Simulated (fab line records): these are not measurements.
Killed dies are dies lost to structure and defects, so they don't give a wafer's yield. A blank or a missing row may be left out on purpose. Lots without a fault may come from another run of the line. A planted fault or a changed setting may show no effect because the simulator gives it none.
Split-lot trial -- flow n5_finfet -- 7 lots, 39 wafers read, on a route of 1938 steps

SPLIT DETAILS
At N5_HKMG_FIN_EXPOSE_46 (exposes mask NDIPOLE), the setting dose_mj was moved away from the recipe's 40 on 6 of the 39 wafers read, by -6.8% to +6.8%. The other wafers ran this setting at the recipe's value.

FROM THE SPLIT TO THE READING: what the file shows between them, 2 steps
- N5_HKMG_FIN_PEB_47: peb time 60 s
- N5_HKMG_FIN_DEVELOP_48: develop time 30 s

THE READING
Shown in nm: cd_nm at N5_HKMG_FIN_CD_MEAS_49, with target cd 202 nm. On this fab line, fault-free wafers typically give 202.0 nm with a standard deviation of 0.87 nm.

wafer,"tool, chamber at the split",dose_mj as run,against the recipe,"cd_nm, nm",against lot-mates on the recipe
L074.1,"arfi_scanner-02, 0",40,recipe,203.3,-
L074.2,"arfi_scanner-02, 0",40,recipe,203.2,-
L074.3,"arfi_scanner-02, 0",40,recipe,201.5,-
L074.4,"arfi_scanner-02, 0",40,recipe,201.7,-
L074.5,"arfi_scanner-02, 0",40,recipe,202.2,-
L074.6,"arfi_scanner-02, 0",40,recipe,201.6,-
L076.1,"arfi_scanner-01, 0",42.7,+6.8%,206.8,+5.2
L076.2,"arfi_scanner-01, 0",40,recipe,201.4,-
L076.3,"arfi_scanner-01, 0",40,recipe,201.6,-
L076.4,"arfi_scanner-01, 0",40,recipe,201.7,-
L076.5,"arfi_scanner-01, 0",42.7,+6.8%,205.8,+4.2
L076.6,"arfi_scanner-01, 0",42.7,+6.8%,205.7,+4.1
L078.1,"arfi_scanner-03, 0",40,recipe,202.3,-
L078.2,"arfi_scanner-03, 0",40,recipe,202.0,-
L078.3,"arfi_scanner-03, 0",40,recipe,202.8,-
L078.4,"arfi_scanner-03, 0",40,recipe,201.8,-
L078.5,"arfi_scanner-03, 0",40,recipe,201.8,-
L078.6,"arfi_scanner-03, 0",40,recipe,202.6,-
L079.1,"arfi_scanner-03, 0",40,recipe,200.3,-
L079.3,"arfi_scanner-03, 0",40,recipe,202.1,-
L079.6,"arfi_scanner-03, 0",40,recipe,200.7,-
L089.1,"arfi_scanner-03, 0",40,recipe,202.6,-
L089.2,"arfi_scanner-03, 0",37.27,-6.8%,199.9,-2.5
L089.3,"arfi_scanner-03, 0",37.27,-6.8%,198.7,-3.7
L089.4,"arfi_scanner-03, 0",40,recipe,202.7,-
L089.5,"arfi_scanner-03, 0",40,recipe,201.9,-
L089.6,"arfi_scanner-03, 0",37.27,-6.8%,198.2,-4.2
L094.1,"arfi_scanner-01, 0",40,recipe,200.8,-
L094.2,"arfi_scanner-01, 0",40,recipe,202.7,-
L094.3,"arfi_scanner-01, 0",40,recipe,202.1,-
L094.4,"arfi_scanner-01, 0",40,recipe,201.8,-
L094.5,"arfi_scanner-01, 0",40,recipe,202.7,-
L094.6,"arfi_scanner-01, 0",40,recipe,201.9,-
L095.1,"arfi_scanner-03, 0",40,recipe,203.1,-
L095.2,"arfi_scanner-03, 0",40,recipe,201.9,-
L095.3,"arfi_scanner-03, 0",40,recipe,202.8,-
L095.4,"arfi_scanner-03, 0",40,recipe,202.5,-
L095.5,"arfi_scanner-03, 0",40,recipe,203.2,-
L095.6,"arfi_scanner-03, 0",40,recipe,202.9,-

THE FIT
A straight line over all 39 wafers: cd_nm changes by +0.528 nm for each +1% of dose_mj; r = +0.89; the points scatter about the line by 0.74 nm.
The same after taking each lot's own level away (the mean of its wafers on the recipe; 39 wafers): +0.589 nm for each +1%; r = +0.93; scatter 0.61 nm.
According to that fit, moving dose_mj by its largest amount changes the reading by 4 nm.
Across the lots, their own levels run from 201.03 to 202.73 nm, a range of 2.0 times the standard deviation given above.
In other words, the slope is changed by the lot-to-lot level; the two fits disagree.
Check: -4.28 nm against its lot-mates is what the line predicts for one of the wafers moved furthest among these (-6.8%) when that wafer is left out of the fit. Against them it came out at -2.5 nm.

OTHER SPLITS ON THESE WAFERS
Note: prior to the reading, these wafers also went through further splits. Each is held against what the fit with the lots' levels taken away leaves over:
other split on the same wafers,wafers away from the commonest value,r with cd_nm (lot level and that fit taken away)
N5_WELL_APT_EXPOSE_22 dose_mj,15,-0.17
N5_FIN_SAQP_EXPOSE_13 dose_mj,15,+0.05
N5_FIN_CUT_CUT_ETCH_15 time_s,18,+0.13
N5_STI_FIN_REVEAL_ETCHBACK_08 target_depth_a,12,+0.12
N5_DUMMY_GATE_ETCH_32 time_s,6,+0.01

FILE'S OWN FIT
cd_nm changes by +0.584 nm for each +1% of dose_mj, r = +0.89.
